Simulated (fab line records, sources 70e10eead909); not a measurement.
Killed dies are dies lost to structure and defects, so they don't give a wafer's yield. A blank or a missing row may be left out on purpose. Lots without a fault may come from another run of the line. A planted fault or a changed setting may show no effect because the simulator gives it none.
fab line records | flow nand_harc
record lots=24 wafers=72 last_day=33
route steps=1302 shown A_CONTACT@1098 A_M0@1161 A_M1@1184 A_BONDPAD@1216
lots that met no fault: from a run of the same line without faults
start_h: hours from the record's first day to the start of the lot's first wafer shown | wait_h: hours since the lot's step before | " the same as in the row above | L1.1+2: a row that stands for several wafers | - no value, or no start given | * or withheld: withheld | < > ~ a bound
route shown NAME@n: a module of which the file shows steps, and the number in the route of the first | usual: mean/standard deviation of fault-free wafers | same: alike in all rows | chamber/n: place in a boat | sites: the reading at each site | _std_site: their standard deviation | _edge_site: outer sites' mean less inner sites' | radius_mm: how far each site lies from the wafer's centre | mask NAME#n: copy n | behind: the tool/chamber that last shaped the wafer | hold: why the lot was held/for how many hours/how that ended | device: the transistor (n, p or np) that didn't switch | end of line: the same wafers' tests at the end of the route | a step without rows: its recipe alone | killed: dies lost to structure and defects at the first sort, not the wafer's yield | map: a wafer's dies, x killed, . not, _ none there
set.NAME: the setting as run; set.NAME@STEP: as run at that earlier step | model.NAME: the simulator's own value behind a step, which no gauge read
steps of the route over a sample of lots; a table a step, a row a wafer
services: from which hour (start_h, from the record's first day; less than 0 if before it) a tool's chamber was out of use, for how many hours, and why
## steps
# step NHARC_A_CONTACT_ETCH_110
# recipe target_depth_a=600 overetch_a=60 time_s=33 ion_energy_ev=100 cf4_flow_sccm=80 o2_flow_sccm=20 ar_flow_sccm=0 rf_w=300 bias_w=100 chemistry=CF4/O2
# usual drypump_motor_current_A=5.7/0.35 oes_product_au=0.999/0.011 rf_vpp_V=198.9/1.3 showerhead_plenum_p_Torr=1.39/0.047 throttle_valve_pct=13.396/0.0095
# columns lot.wafer tool chamber start_h wait_h drypump_motor_current_A oes_product_au rf_hours_counter_h rf_vpp_V showerhead_plenum_p_Torr throttle_valve_pct
L076.2 rie_diel-11 3 521.06 0.1 5.7 0.988 12 200.6 1.44 13.377
L076.3 " 0 " " 5.5 0.999 12 198.2 1.37 13.391
L076.6 " 3 " " 5.8 0.995 - 201.5 1.44 13.394
L075.4 rie_diel-11 2 527.13 0.1 5.7 0.996 14 197.3 1.38 13.406
L075.2 " 3 " " 5.7 0.993 14 199.0 1.44 13.393
L075.6 " 1 " " 5.8 1.003 - 198.7 1.44 13.391
L074.2 rie_diel-09 0 528.68 0.1 6.1 0.993 6 199.1 1.41 13.395
L074.1 " 1 " " 6.2 0.979 6 196.8 1.31 13.396
L074.3 " 2 " " 5.0 0.978 7 200.6 1.44 13.393
L077.4 rie_diel-11 3 545.54 0.1 5.7 1.002 18 200.8 1.44 13.405
L077.5 " 1 " " 5.7 0.999 - 200.9 1.44 13.390
L077.6 " 2 " " 5.7 0.999 - 198.9 1.37 13.408
L078.4 rie_diel-11 0 546.37 0.1 5.5 0.986 18 197.4 1.37 13.389
L078.3 " 2 " " 5.7 0.988 18 199.4 1.37 13.409
L078.6 " 0 " " 5.5 0.990 - 198.9 1.37 13.407
L080.3 rie_diel-11 3 557.20 0.1 5.7 1.002 20 199.8 1.44 13.394
L080.4 " 1 " " 5.8 0.980 20 199.8 1.44 13.414
L080.5 " 2 " " 5.7 0.984 - 197.0 1.37 13.388
L079.4 rie_diel-02 3 558.53 0.1 4.9 0.992 59 196.8 1.27 13.388
L079.1 " 0 " " 6.7 1.000 57 198.7 1.41 13.393
L079.5 " 2 " " 5.7 0.999 - 197.8 1.35 13.389
L081.3 rie_diel-11 1 577.16 0.1 5.7 1.005 22 201.4 1.44 13.395
L081.2 " 0 " " 5.5 1.000 22 198.5 1.37 13.381
L081.5 " 1 " " 5.7 0.989 - 200.2 1.44 13.407
L084.3 rie_diel-11 1 600.95 0.1 5.7 0.991 25 199.0 1.44 13.390
L084.1 " 2 " " 5.7 1.004 26 198.7 1.37 13.405
L084.6 " 3 " " 5.7 1.003 - 201.1 1.44 13.415
L082.2 rie_diel-02 1 601.28 0.1 6.3 0.993 6 196.9 1.35 13.394
L082.4 " 3 " " 4.9 0.985 5 196.7 1.26 13.412
L082.5 " 1 " " 6.3 0.991 - 196.2 1.35 13.384
L083.1 rie_diel-02 1 604.80 0.1 6.3 0.987 7 198.6 1.35 13.395
L083.5 " 3 " " 4.9 0.992 - 196.2 1.26 13.392
L083.6 " 0 " " 6.7 1.009 - 200.3 1.41 13.404
L085.3 rie_diel-11 2 626.41 0.1 5.6 1.001 1 198.2 1.37 13.400
L085.4 " 3 " " 5.7 1.007 1 200.5 1.44 13.403
L085.6 " 0 " " 5.5 1.008 - 199.3 1.36 13.391
L086.4 rie_diel-11 1 629.93 0.1 5.8 0.989 2 201.3 1.44 13.395
L086.6 " 3 " " 5.7 1.011 - 200.1 1.44 13.395
L086.5 " 0 " " 5.5 0.990 - 197.7 1.36 13.389
L087.3 rie_diel-11 3 631.69 0.1 5.7 1.013 2 200.3 1.44 13.396
L087.4 " 1 " " 5.7 0.987 2 199.7 1.44 13.390
L087.1 " 2 " " 5.7 0.990 2 196.3 1.37 13.404
L088.2 rie_diel-11 0 648.91 0.1 5.5 1.017 5 198.3 1.36 13.408
L088.4 " 1 " " 5.7 1.000 4 198.8 1.44 13.403
L088.5 " 2 " " 5.7 0.994 - 198.7 1.37 13.395
L089.1 rie_diel-11 1 650.02 0.1 5.7 1.005 4 200.0 1.44 13.388
L089.3 " 3 " " 5.7 1.020 4 200.1 1.44 13.397
L089.6 " 2 " " 5.7 1.002 - 198.1 1.37 13.392
L090.4 rie_diel-09 2 686.51 0.1 5.0 0.985 1 200.3 1.43 13.402
L090.1 " 3 " " 4.7 0.996 1 197.8 1.32 13.398
L090.3 " 1 " " 6.2 0.997 1 196.2 1.30 13.397
L091.2 rie_diel-11 0 697.64 0.0 5.5 1.014 12 198.1 1.36 13.388
L091.3 " 1 " " 5.8 0.997 13 199.4 1.44 13.379
L091.5 " 0 " " 5.5 1.012 - 197.0 1.36 13.389
L093.1 rie_diel-11 1 700.83 0.1 5.8 0.998 14 200.1 1.44 13.421
L093.3 " 2 " " 5.7 0.995 12 199.0 1.37 13.402
L093.5 " 1 " " 5.7 0.995 - 199.9 1.44 13.400
L094.2 rie_diel-11 0 701.72 0.1 5.5 1.003 12 198.0 1.36 13.384
L094.4 " 2 " " 5.6 0.983 12 198.7 1.37 13.389
L094.6 " 3 " " 5.7 1.024 - 199.6 1.44 13.393
L092.2 rie_diel-11 0 707.81 0.1 5.5 1.017 14 197.3 1.36 13.391
L092.1 " 1 " " 5.8 0.994 16 199.3 1.44 13.399
L092.4 " 2 " " 5.7 0.984 14 198.3 1.37 13.392
L095.2 rie_diel-11 0 724.50 0.1 5.5 1.005 17 199.0 1.36 13.402
L095.4 " 1 " " 5.7 0.996 18 199.8 1.43 13.384
L095.5 " 3 " " 5.8 1.020 - 199.3 1.44 13.393
L096.4 rie_diel-02 0 729.91 0.1 6.7 0.998 52 200.4 1.40 13.384
L096.5 " 2 " " 5.6 0.989 - 197.5 1.34 13.408
L096.6 " 3 " " 4.9 0.996 - 197.0 1.25 13.397
L097.3 rie_diel-11 3 730.67 0.1 5.8 1.007 20 199.4 1.43 13.401
L097.2 " 1 " " 5.7 0.989 19 200.4 1.44 13.380
L097.4 " 2 " " 5.7 0.983 18 198.1 1.37 13.397
# step NHARC_A_M0_ANNEAL_30
# recipe temp_c=225 time_s=90
# usual wafer_temp_C_max=225.91/0.26
# columns lot.wafer tool chamber start_h wait_h wafer_temp_C_max
L076.2 rtp_anneal-02 0 529.62 - 226.21
L076.3 " 0 " " 226.15
L076.6 " 0 " " 225.86
L075.2 rtp_anneal-02 0 535.65 - 226.13
L075.4 " 0 " " 225.78
L075.6 " 0 " " 225.90
L074.1 rtp_anneal-02 0 537.23 - 226.18
L074.2 " 0 " " 226.09
L074.3 " 0 " " 225.92
L077.4 rtp_anneal-02 0 554.23 0.3 225.79
L077.5 " 0 " " 225.77
L077.6 " 0 " " 225.71
L078.3 rtp_anneal-02 0 554.82 - 225.80
L078.4 " 0 " " 225.72
L078.6 " 0 " " 225.59
L080.3 rtp_anneal-02 0 565.78 - 226.29
L080.4 " 0 " " 225.87
L080.5 " 0 " " 225.94
L079.1 rtp_anneal-01 0 567.33 - 225.61
L079.4 " 0 " " 225.57
L079.5 " 0 " " 225.52
L081.2 rtp_anneal-02 0 585.58 - 225.61
L081.3 " 0 " " 225.74
L081.5 " 0 " " 226.05
L084.1 rtp_anneal-01 0 609.29 - 226.30
L084.3 " 0 " " 225.94
L084.6 " 0 " " 226.33
L082.2 rtp_anneal-01 0 609.90 - 225.68
L082.4 " 0 " " 225.54
L082.5 " 0 " " 225.97
L083.1 rtp_anneal-01 0 613.72 0.3 225.75
L083.5 " 0 " " 225.87
L083.6 " 0 " " 225.87
L085.3 rtp_anneal-01 0 635.62 - 225.84
L085.4 " 0 " " 225.79
L085.6 " 0 " " 226.31
L086.4 rtp_anneal-02 0 638.57 0.4 226.00
L086.5 " 0 " " 225.94
L086.6 " 0 " " 226.07
L087.1 rtp_anneal-02 0 640.77 0.3 226.08
L087.3 " 0 " " 226.31
L087.4 " 0 " " 225.83
L088.2 rtp_anneal-01 0 657.32 0.4 225.93
L088.4 " 0 " " 226.12
L088.5 " 0 " " 225.53
L089.1 rtp_anneal-01 0 658.53 0.3 225.84
L089.3 " 0 " " 226.00
L089.6 " 0 " " 225.83
L090.1 rtp_anneal-02 0 695.07 - 226.27
L090.3 " 0 " " 225.64
L090.4 " 0 " " 225.92
L091.2 rtp_anneal-01 0 706.23 0.3 225.81
L091.3 " 0 " " 225.86
L091.5 " 0 " " 226.28
L093.1 rtp_anneal-02 0 709.57 0.3 226.07
L093.3 " 0 " " 226.33
L093.5 " 0 " " 226.24
L094.2 rtp_anneal-02 0 710.35 0.4 226.14
L094.4 " 0 " " 226.18
L094.6 " 0 " " 226.15
L092.1 rtp_anneal-01 0 716.49 - 225.65
L092.2 " 0 " " 225.82
L092.4 " 0 " " 225.56
L095.2 rtp_anneal-02 0 733.29 0.3 225.38
L095.4 " 0 " " 225.75
L095.5 " 0 " " 225.77
L096.4 rtp_anneal-02 0 739.09 - 225.75
L096.5 " 0 " " 225.90
L096.6 " 0 " " 226.18
L097.2 rtp_anneal-01 0 739.93 0.4 226.10
L097.3 " 0 " " 226.06
L097.4 " 0 " " 226.66
# step NHARC_A_M1_ETCH_15
# recipe target_depth_a=1825 time_s=91.2 c4f8_flow_sccm=withheld ar_flow_sccm=400 rf_w=600 bias_w=300 chemistry=C4F8/Ar
# usual oes_product_au=0.957/0.021 rf_vpp_V=440.7/2.9
# columns lot.wafer tool chamber start_h wait_h oes_product_au rf_hours_counter_h rf_vpp_V
L076.2 rie_diel-07 0 - - 0.928 1.5 437.7
L076.3 " 1 " " 0.933 1.6 445.6
L076.6 " 2 " " 0.911 - 440.0
L075.4 rie_diel-07 3 - - 0.972 1.6 437.6
L075.2 " 1 " " 0.963 1.7 444.9
L075.6 " 2 " " 0.976 - 441.9
L074.3 rie_diel-07 1 - - 0.976 1.8 446.4
L074.2 " 2 " " 0.975 1.8 441.1
L074.1 " 3 " " 0.975 1.7 439.1
L077.4 rie_diel-01 0 - - 0.978 10.5 443.5
L077.5 " 1 " " 0.986 - 439.3
L077.6 " 2 " " 0.956 - 439.8
L078.3 rie_diel-07 1 - - 0.937 2.3 445.8
L078.4 " 2 " " 0.966 2.3 438.8
L078.6 " 1 " " 0.948 - 445.5
L080.3 rie_diel-01 3 - - 0.978 0.2 438.2
L080.4 " 0 " " 0.978 0.1 443.7
L080.5 " 3 " " 0.976 - 437.9
L079.4 rie_diel-01 2 - - 0.956 0.3 439.2
L079.1 " 3 " " 0.988 0.3 439.2
L079.5 " 3 " " 0.981 - 439.4
L081.3 rie_diel-01 1 - - 0.954 1.4 441.6
L081.2 " 0 " " 0.971 1.1 444.1
L081.5 " 2 " " 0.967 - 440.0
L084.3 rie_diel-05 1 - - 0.964 0.2 441.9
L084.1 " 0 " " 0.962 0.2 438.8
L084.6 " 1 " " 0.965 - 443.2
L082.4 rie_diel-05 1 - - 0.955 0.3 442.6
L082.2 " 0 " " 0.957 0.3 439.9
L082.5 " 2 " " 0.978 - 445.0
L083.1 rie_diel-01 1 - - 0.931 2.7 442.0
L083.5 " 0 " " 0.935 - 443.3
L083.6 " 1 " " 0.926 - 441.5
L085.3 rie_diel-05 2 - - 0.970 2.2 444.5
L085.4 " 3 " " 0.958 2.1 440.0
L085.6 " 3 " " 0.955 - 439.3
L086.4 rie_diel-07 3 - - 0.965 4.3 438.6
L086.6 " 0 " " 0.975 - 437.1
L086.5 " 1 " " 0.958 - 446.1
L087.3 rie_diel-01 3 - - 0.944 4.1 436.5
L087.1 " 1 " " 0.934 4.9 442.0
L087.4 " 2 " " 0.926 4.6 439.5
L088.2 rie_diel-07 3 - - 0.985 0.0 436.5
L088.4 " 0 " " 0.991 0.0 437.1
L088.5 " 2 " " 0.962 - 439.8
L089.1 rie_diel-01 3 - - 0.976 5.5 440.0
L089.3 " 0 " " 0.965 5.6 443.6
L089.6 " 3 " " 0.976 - 438.2
L090.3 rie_diel-05 3 - - 0.923 6.4 439.8
L090.1 " 0 " " 0.925 5.0 439.6
L090.4 " 1 " " 0.925 6.9 442.7
L091.3 rie_diel-07 0 - - 0.953 0.7 437.1
L091.2 " 1 " " 0.930 0.9 445.3
L091.5 " 0 " " 0.941 - 435.5
L093.3 rie_diel-07 3 - - 0.989 0.9 437.4
L093.1 " 2 " " 0.965 0.9 440.1
L093.5 " 0 " " 0.969 - 437.6
L094.4 rie_diel-07 0 - - 0.925 0.9 437.3
L094.2 " 2 " " 0.928 1.1 440.2
L094.6 " 3 " " 0.941 - 437.3
L092.2 rie_diel-07 1 - - 0.957 1.2 445.0
L092.4 " 2 " " 0.957 1.3 440.7
L092.1 " 0 " " 0.986 1.1 438.0
L095.4 rie_diel-07 3 - - 0.938 1.7 434.6
L095.2 " 1 " " 0.925 1.9 445.8
L095.5 " 3 " " 0.940 - 438.7
L096.4 rie_diel-07 1 - - 0.975 2.0 444.7
L096.5 " 1 " " 0.986 - 444.8
L096.6 " 2 " " 0.969 - 440.8
L097.3 rie_diel-05 2 - - 0.930 11.8 444.3
L097.4 " 3 " " 0.914 11.8 439.9
L097.2 " 0 " " 0.956 9.3 439.3
# step NHARC_A_M1_ETCH_28
# recipe target_depth_a=300 over_etch_frac=0.3 time_s=72.99 ion_energy_ev=150 cf4_flow_sccm=50 n2_flow_sccm=100 ar_flow_sccm=150 rf_w=300 bias_w=100 chemistry=CF4/N2
# usual drypump_motor_current_A=5.9/0.43 oes_product_au=1.002/0.011 rf_vpp_V=314.0/2.2 showerhead_plenum_p_Torr=2.61/0.11 throttle_valve_pct=19.793/0.01
# columns lot.wafer tool chamber start_h wait_h drypump_motor_current_A oes_product_au rf_hours_counter_h rf_vpp_V showerhead_plenum_p_Torr throttle_valve_pct
L076.3 rie_diel-01 3 - - 6.2 0.982 9 312.5 2.52 19.786
L076.2 " 2 " " 5.5 0.982 9 312.6 2.56 19.780
L076.6 " 0 " " 5.3 1.000 - 315.5 2.77 19.777
L075.2 rie_diel-05 1 - - 6.5 0.977 7 316.1 2.68 19.786
L075.4 " 2 " " 6.1 0.996 7 318.4 2.80 19.799
L075.6 " 3 " " 5.6 0.988 - 314.3 2.60 19.799
L074.2 rie_diel-01 3 - - 6.1 0.992 9 312.5 2.52 19.792
L074.3 " 0 " " 5.2 0.997 10 317.3 2.77 19.782
L074.1 " 1 " " 5.7 1.009 9 314.4 2.64 19.792
L077.4 rie_diel-05 3 - - 5.5 0.987 7 311.8 2.60 19.801
L077.6 " 1 " " 6.5 0.988 - 315.1 2.68 19.794
L077.5 " 2 " " 6.1 1.005 - 317.5 2.80 19.784
L078.3 rie_diel-01 0 - - 5.2 1.003 11 316.6 2.77 19.787
L078.4 " 2 " " 5.5 0.984 10 314.1 2.56 19.808
L078.6 " 0 " " 5.2 1.007 - 317.9 2.77 19.800
L080.3 rie_diel-07 3 - - 5.5 1.005 3 313.5 2.50 19.799
L080.4 " 1 " " 5.9 1.000 3 316.5 2.82 19.811
L080.5 " 2 " " 6.4 1.003 - 313.5 2.61 19.800
L079.1 rie_diel-05 3 - - 5.6 0.995 9 313.7 2.60 19.784
L079.4 " 1 " " 6.6 0.989 9 313.3 2.68 19.777
L079.5 " 0 " " 5.5 0.997 - 313.8 2.58 19.781
L081.3 rie_diel-07 1 - - 5.9 1.005 3 317.2 2.82 19.784
L081.2 " 2 " " 6.4 0.991 3 313.9 2.61 19.796
L081.5 " 1 " " 5.9 1.022 - 315.5 2.82 19.789
L084.1 rie_diel-07 0 - - 6.5 1.016 4 311.1 2.48 19.787
L084.3 " 2 " " 6.4 0.996 4 314.6 2.61 19.803
L084.6 " 2 " " 6.4 0.993 - 316.0 2.61 19.797
L082.2 rie_diel-07 2 - - 6.3 0.991 4 313.5 2.61 19.787
L082.5 " 2 " " 6.4 0.993 - 314.5 2.61 19.786
L082.4 " 3 " " 5.5 0.995 - 311.1 2.50 19.800
L083.1 rie_diel-05 3 - - 5.5 1.000 0 314.7 2.60 19.794
L083.5 " 3 " " 5.5 1.006 - 313.9 2.60 19.791
L083.6 " 0 " " 5.5 1.000 - 312.8 2.58 19.789
L085.4 rie_diel-07 0 - - 6.4 1.002 4 311.9 2.48 19.798
L085.3 " 1 " " 5.9 1.000 4 317.3 2.82 19.800
L085.6 " 0 " " 6.5 1.009 - 310.6 2.48 19.789
L086.4 rie_diel-01 2 - - 5.5 0.992 5 313.9 2.56 19.786
L086.5 " 0 " " 5.2 1.008 - 316.5 2.77 19.826
L086.6 " 1 " " 5.8 1.010 - 314.9 2.64 19.795
L087.3 rie_diel-01 2 - - 5.5 0.989 5 313.4 2.56 19.785
L087.1 " 3 " " 6.1 1.014 4 312.7 2.52 19.798
L087.4 " 1 " " 5.8 1.009 5 315.9 2.64 19.785
L088.2 rie_diel-05 3 - - 5.5 0.990 5 312.6 2.59 19.794
L088.4 " 1 " " 6.5 0.998 - 314.9 2.67 19.808
L088.5 " 3 " " 5.5 0.998 - 313.0 2.59 19.778
L089.3 rie_diel-07 3 - - 5.5 1.013 0 311.6 2.50 19.775
L089.1 " 0 " " 6.4 1.011 0 312.1 2.48 19.794
L089.6 " 0 " " 6.5 1.012 - 310.9 2.48 19.798
L090.4 rie_diel-07 1 - - 5.9 1.007 1 317.0 2.82 19.807
L090.3 " 3 " " 5.5 1.009 1 312.5 2.50 19.804
L090.1 " 0 " " 6.5 1.001 1 311.1 2.48 19.770
L091.2 rie_diel-01 0 - - 5.2 1.009 8 315.8 2.77 19.800
L091.3 " 1 " " 5.8 1.004 8 313.2 2.64 19.798
L091.5 " 2 " " 5.5 0.980 - 313.8 2.56 19.805
L093.3 rie_diel-07 3 - - 5.5 1.010 1 310.6 2.50 19.779
L093.1 " 0 " " 6.4 0.999 1 311.3 2.48 19.812
L093.5 " 1 " " 5.9 0.994 - 317.3 2.82 19.798
L094.4 rie_diel-07 0 - - 6.4 1.018 1 310.7 2.48 19.800
L094.2 " 2 " " 6.4 0.998 1 315.1 2.61 19.794
L094.6 " 0 " " 6.4 1.000 - 312.4 2.48 19.786
L092.4 rie_diel-01 3 - - 6.1 1.005 8 313.4 2.51 19.787
L092.1 " 0 " " 5.2 1.017 8 316.1 2.77 19.806
L092.2 " 1 " " 5.7 1.006 9 314.1 2.64 19.785
L095.4 rie_diel-07 3 - - 5.5 1.022 2 312.3 2.50 19.782
L095.2 " 1 " " 5.9 0.999 2 317.8 2.81 19.786
L095.5 " 0 " " 6.4 1.020 - 311.8 2.48 19.793
L096.4 rie_diel-05 3 - - 5.5 0.990 12 313.8 2.59 19.772
L096.5 " 0 " " 5.5 1.002 - 313.9 2.57 19.794
L096.6 " 1 " " 6.6 0.996 - 314.4 2.67 19.788
L097.2 rie_diel-07 0 - - 6.4 1.012 2 311.6 2.48 19.798
L097.3 " 1 " " 5.9 1.007 2 317.6 2.81 19.793
L097.4 " 2 " " 6.3 1.001 2 312.5 2.61 19.803
# step NHARC_A_BONDPAD_OVL_MEAS_35
# usual overlay_x_nm=-2/6 overlay_y_nm=-1/5.1
# columns lot.wafer tool chamber start_h wait_h overlay_x_nm overlay_y_nm
L076.2 overlay-01 - 536.96 - -7 -3
L076.3 " - " " -7 -3
L076.6 " - " " -6 -3
L075.2 overlay-01 - 542.73 - 2 5
L075.4 " - " " 1 4
L075.6 " - " " 1 4
L074.1 overlay-02 - 544.23 - 1 4
L074.2 " - " " 1 4
L074.3 " - " " 1 4
L077.4 overlay-02 - 561.41 - 6 -2
L077.5 " - " " 6 -2
L077.6 " - " " 6 -2
L078.3 overlay-02 - 561.70 - -5 -7
L078.4 " - " " -4 -7
L078.6 " - " " -5 -8
L080.3 overlay-02 - 572.66 - -3 -4
L080.4 " - " " -3 -4
L080.5 " - " " -3 -4
L079.1 overlay-02 - 574.06 - -6 -2
L079.4 " - " " -6 -2
L079.5 " - " " -6 -2
L081.2 overlay-02 - 592.56 - -3 7
L081.3 " - " " -3 6
L081.5 " - " " -3 6
L084.1 overlay-01 - 616.23 - 10 2
L084.3 " - " " 11 3
L084.6 " - " " 11 3
L082.2 overlay-02 - 616.77 - -9 -6
L082.4 " - " " -9 -6
L082.5 " - " " -9 -7
L083.1 overlay-02 - 621.12 - 3 -1
L083.5 " - " " 3 -1
L083.6 " - " " 3 -1
L085.3 overlay-02 - 642.52 - -5 -6
L085.4 " - " " -5 -6
L085.6 " - " " -5 -5
L086.4 overlay-01 - 645.38 - 3 -7
L086.5 " - " " 4 -7
L086.6 " - " " 3 -7
L087.1 overlay-01 - 647.59 - 3 4
L087.3 " - " " 3 3
L087.4 " - " " 3 4
L088.2 overlay-02 - 664.24 - -5 -7
L088.4 " - " " -5 -7
L088.5 " - " " -5 -6
L089.1 overlay-01 - 665.45 - 1 -11
L089.3 " - " " 2 -11
L089.6 " - " " 2 -11
L090.1 overlay-02 - 702.04 - 1 1
L090.3 " - " " 1 0
L090.4 " - " " 1 1
L091.2 overlay-02 - 713.05 - -5 3
L091.3 " - " " -5 3
L091.5 " - " " -5 3
L093.1 overlay-02 - 716.42 - -15 8
L093.3 " - " " -15 9
L093.5 " - " " -16 8
L094.2 overlay-01 - 717.44 - -10 5
L094.4 " - " " -10 5
L094.6 " - " " -10 6
L092.1 overlay-02 - 723.48 - 8 -5
L092.2 " - " " 8 -5
L092.4 " - " " 8 -5
L095.2 overlay-01 - 740.36 - -5 3
L095.4 " - " " -6 2
L095.5 " - " " -5 3
L096.4 overlay-02 - 745.93 - 1 4
L096.5 " - " " 1 4
L096.6 " - " " 0 4
L097.2 overlay-02 - 747.39 - -7 3
L097.3 " - " " -6 3
L097.4 " - " " -6 3
# step NHARC_A_BONDPAD_DESCUM_11
# recipe time_s=3 o2_flow_sccm=200 ar_flow_sccm=0 bias_power_w=0 chemistry=O2
# usual drypump_motor_current_A=5.6/0.56 oes_product_au=1.002/0.0094 rf_vpp_V=58.2/0.81 showerhead_plenum_p_Torr=1.99/0.052 throttle_valve_pct=11.311/0.009
# columns lot.wafer tool chamber start_h wait_h drypump_motor_current_A oes_product_au rf_hours_counter_h rf_vpp_V showerhead_plenum_p_Torr throttle_valve_pct
L076.2 rie_diel-13 0 537.08 - 5.6 0.999 0 57.3 1.90 11.324
L076.3 " 3 " " 6.4 1.003 0 59.1 2.00 11.303
L076.6 " 1 " " 4.8 1.000 - 58.7 2.02 11.298
L075.2 rie_diel-13 3 542.85 - 6.5 0.994 1 58.8 1.99 11.305
L075.4 " 0 " " 5.6 1.005 1 58.6 1.90 11.316
L075.6 " 3 " " 6.5 1.002 - 59.2 2.00 11.325
L074.1 rie_diel-13 2 544.36 - 5.6 0.998 1 57.7 2.01 11.311
L074.2 " 3 " " 6.5 1.002 1 58.6 2.00 11.311
L074.3 " 0 " " 5.6 1.000 1 57.9 1.90 11.331
L077.4 rie_diel-11 2 561.54 - 5.7 1.002 20 57.8 1.97 11.302
L077.6 " 1 " " 5.7 0.990 - 57.5 2.07 11.308
L077.5 " 2 " " 5.6 1.000 - 58.0 1.97 11.306
L078.3 rie_diel-09 0 561.84 - 6.1 0.993 19 59.0 2.01 11.301
L078.6 " 0 " " 6.1 0.992 - 56.8 2.01 11.295
L078.4 " 2 " " 5.0 0.971 - 57.1 2.07 11.308
L080.4 rie_diel-13 2 572.78 - 5.6 0.992 2 57.7 2.01 11.310
L080.3 " 0 " " 5.6 0.992 1 56.4 1.90 11.311
L080.5 " 2 " " 5.6 0.992 - 59.5 2.01 11.309
L079.1 rie_diel-13 1 574.18 - 4.8 1.005 2 59.4 2.02 11.308
L079.4 " 2 " " 5.6 0.996 2 58.2 2.01 11.304
L079.5 " 2 " " 5.6 1.003 - 58.6 2.01 11.299
L081.3 rie_diel-13 3 592.69 - 6.4 1.002 2 56.4 1.99 11.316
L081.2 " 0 " " 5.6 1.004 2 56.4 1.90 11.308
L081.5 " 2 " " 5.6 1.008 - 57.8 2.01 11.299
L084.1 rie_diel-13 2 616.36 - 5.6 1.012 3 57.6 2.01 11.298
L084.3 " 3 " " 6.4 0.997 3 56.7 1.99 11.307
L084.6 " 2 " " 5.6 1.014 - 58.0 2.01 11.317
L082.4 rie_diel-09 1 616.89 - 6.2 0.989 18 58.2 1.88 11.323
L082.2 " 0 " " 6.1 0.986 39 58.8 2.01 11.296
L082.5 " 1 " " 6.3 0.981 - 58.0 1.88 11.321
L083.1 rie_diel-13 3 621.26 - 6.4 0.980 3 59.3 1.99 11.320
L083.5 " 2 " " 5.6 1.002 - 58.0 2.01 11.299
L083.6 " 3 " " 6.4 0.993 - 58.0 1.99 11.317
L085.4 rie_diel-13 1 642.65 - 4.8 1.018 4 58.9 2.02 11.303
L085.3 " 2 " " 5.6 1.009 4 58.8 2.01 11.322
L085.6 " 1 " " 4.8 1.004 - 56.6 2.02 11.309
L086.4 rie_diel-13 2 645.52 - 5.6 1.005 4 57.2 2.01 11.313
L086.5 " 0 " " 5.6 1.002 - 55.4 1.90 11.319
L086.6 " 1 " " 4.8 0.995 - 58.6 2.02 11.303
L087.4 rie_diel-13 2 647.72 - 5.6 0.999 5 58.2 2.01 11.304
L087.1 " 3 " " 6.5 0.990 4 57.9 1.99 11.319
L087.3 " 0 " " 5.6 1.017 4 58.0 1.90 11.310
L088.2 rie_diel-11 1 664.39 - 5.7 1.000 6 59.6 2.06 11.314
L088.5 " 2 " " 5.7 1.002 - 58.3 1.97 11.307
L088.4 " 3 " " 5.7 1.023 - 58.8 2.07 11.313
L089.3 rie_diel-13 2 665.58 - 5.6 1.009 5 59.2 2.01 11.298
L089.1 " 0 " " 5.6 1.006 4 57.8 1.90 11.325
L089.6 " 2 " " 5.6 0.997 - 58.0 2.01 11.310
L090.3 rie_diel-11 2 702.16 - 5.6 1.001 12 57.1 1.96 11.305
L090.1 " 3 " " 5.8 1.016 14 58.1 2.06 11.301
L090.4 " 1 " " 5.8 0.989 14 58.6 2.06 11.304
L091.2 rie_diel-13 3 713.17 - 6.4 0.981 0 59.0 1.99 11.290
L091.3 " 1 " " 4.8 1.003 0 58.2 2.02 11.304
L091.5 " 0 " " 5.6 1.013 - 56.6 1.90 11.302
L093.1 rie_diel-13 3 716.56 - 6.5 0.996 0 58.0 1.99 11.326
L093.3 " 0 " " 5.6 1.022 0 56.5 1.90 11.322
L093.5 " 2 " " 5.6 1.011 - 58.3 2.01 11.335
L094.2 rie_diel-13 2 717.56 - 5.6 1.006 0 57.0 2.01 11.299
L094.4 " 0 " " 5.6 1.014 0 59.3 1.90 11.317
L094.6 " 3 " " 6.5 0.999 - 59.0 1.99 11.299
L092.2 rie_diel-13 3 723.63 - 6.5 0.997 0 58.4 1.99 11.328
L092.1 " 0 " " 5.6 1.019 1 58.6 1.90 11.303
L092.4 " 1 " " 4.8 1.017 1 58.6 2.02 11.322
L095.2 rie_diel-13 2 740.48 - 5.6 1.007 1 57.0 2.01 11.308
L095.4 " 3 " " 6.4 1.000 1 59.5 1.99 11.311
L095.5 " 2 " " 5.6 1.013 - 57.8 2.01 11.312
L096.4 rie_diel-11 1 746.07 - 5.8 1.000 19 59.4 2.06 11.300
L096.6 " 3 " " 5.8 1.015 - 58.0 2.06 11.318
L096.5 " 0 " " 5.5 1.015 - 57.2 1.95 11.295
L097.3 rie_diel-09 1 747.52 - 6.3 1.004 26 58.1 1.86 11.311
L097.4 " 2 " " 5.0 0.992 27 59.0 2.04 11.308
L097.2 " 3 " " 4.7 0.994 23 58.4 1.88 11.328
## services
# columns tool chamber start_h hours kind
rie_diel-13 - 519.00 9.0 pm
rie_diel-01 1 524.87 9.0 repair
rie_diel-01 - 557.91 9.0 pm
rie_diel-13 0 558.21 6.7 repair
rie_diel-07 2 560.63 1.2 repair
rie_diel-11 0 568.61 6.3 repair
rie_diel-01 0 574.15 3.9 repair
rie_diel-07 2 577.32 3.3 repair
rie_diel-07 0 584.73 4.9 repair
rie_diel-07 1 603.45 11.1 repair
rie_diel-11 - 609.53 9.0 pm
rie_diel-13 0 615.01 5.3 repair
rie_diel-07 - 648.20 9.0 pm
rie_diel-13 3 650.04 8.0 repair
rie_diel-01 2 654.24 14.0 repair
rie_diel-11 0 659.83 12.7 repair
rie_diel-07 0 671.24 15.9 repair
rie_diel-13 1 672.78 4.2 repair
rie_diel-07 2 679.80 2.1 repair
rie_diel-13 3 685.17 1.5 repair
rie_diel-13 - 696.00 9.0 pm
rie_diel-01 3 732.00 6.8 repair
rie_diel-11 1 732.62 4.1 repair
rie_diel-01 - 734.95 9.0 pm
## key
fault none
